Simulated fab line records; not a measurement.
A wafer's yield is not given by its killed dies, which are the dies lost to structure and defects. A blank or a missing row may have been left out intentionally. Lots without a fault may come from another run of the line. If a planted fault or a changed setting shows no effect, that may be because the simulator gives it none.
Split-lot study	flow n5_finfet	on a route of 1938 steps: 7 lots, 21 wafers read

## SPLIT DETAILS
At N5_BEOL_M3_DESCUM_33 (chemistry O2, time 7 s), the setting time_s was moved away from the recipe's 7 s on 9 of the 21 wafers read, by -19.0% to +6.1%. All remaining wafers had this setting at the recipe value.

The reading comes from the split's own step.

## THE READING
CAR-EUV_of_BEOL_M3_COAT_22.thk_nm (the simulator's own value, which no gauge read), in nm, at N5_BEOL_M3_DESCUM_33 (chemistry O2, time 7 s). The file gives no usual value for it. Average 26.1 nm, standard deviation 0.094 nm, over the 12 wafers here run with the recipe.

wafer	tool, chamber at the split	time_s as run, s	against the recipe	CAR-EUV_of_BEOL_M3_COAT_22.thk_nm, nm	against lot-mates on the recipe
L075.1	rie_diel-03, 1,3,2	5.702	-18.5%	26.8	no lot-mate on the recipe
L075.2	rie_diel-03, 1,3,2	5.702	-18.5%	26.8	no lot-mate on the recipe
L075.3	rie_diel-03, 1,3,2	5.702	-18.5%	26.8	no lot-mate on the recipe
L076.1	rie_diel-02, 2,3,0	7	recipe	26.2	-
L076.4	rie_diel-02, 2,3,0	7	recipe	26.2	-
L076.5	rie_diel-02, 2,3,0	7	recipe	26.2	-
L085.1	rie_diel-05, 0	7.426	+6.1%	26	-0.1
L085.3	rie_diel-05, 2	7	recipe	26	-
L085.6	rie_diel-05, 1	7	recipe	26.2	-
L087.1	rie_diel-05, 3	7	recipe	26	-
L087.2	rie_diel-05, 1	6.509	-7.0%	26.4	+0.3
L087.3	rie_diel-05, 2	7	recipe	26.2	-
L089.4	rie_diel-03, 2,1	7	recipe	26.2	-
L089.6	rie_diel-03, 2,1	7	recipe	26.2	-
L089.5	rie_diel-03, 2	5.671	-19.0%	26.8	+0.6
L090.1	rie_diel-03, 1	7	recipe	26.2	-
L090.2	rie_diel-03, 0,3	5.961	-14.8%	26.6	+0.4
L090.5	rie_diel-03, 0,3	5.961	-14.8%	26.6	+0.4
L091.3	rie_diel-05, 3	6.372	-9.0%	26.2	+0.2
L091.4	rie_diel-05, 0	7	recipe	26	-
L091.5	rie_diel-05, 0	7	recipe	26	-
When a row names more than one chamber, that row covers several wafers, and the file does not tell which wafer ran in which chamber.

THE FIT
A straight line over all 21 wafers: CAR-EUV_of_BEOL_M3_COAT_22.thk_nm changes by -0.0335 nm for each +1% of time_s; r = -0.95; the points scatter about the line by 0.096 nm.
The same after taking each lot's own level away (the mean of its wafers on the recipe; 18 wafers): -0.0282 nm for each +1%; r = -0.95; scatter 0.062 nm.
That fit puts the effect of the largest move of time_s on the reading at 0.54 nm.
From 26.00 to 26.20 nm: that is the span of the lots' own levels, equal to 2.1 times the standard deviation above.
In other words, the slope is changed by the lot-to-lot level; the two fits disagree.
Check: for one of the wafers moved furthest among these (-19.0%), held out of the fit, the line's prediction against its lot-mates is +0.51 nm. Against them it came out at +0.6 nm.

## THESE WAFERS: OTHER SPLITS
Before the reading, these wafers also passed through other splits. Each is held against what the fit with the lots' levels taken away leaves over:
other split on the same wafers	wafers away from the commonest value	r with CAR-EUV_of_BEOL_M3_COAT_22.thk_nm (lot level and that fit taken away)
N5_BEOL_M2_EXPOSE_25 dose_mj	2	+0.21

## FILE'S OWN FIT
CAR-EUV_of_BEOL_M3_COAT_22.thk_nm changes by -0.0292 nm for each +1% of time_s, r = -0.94.
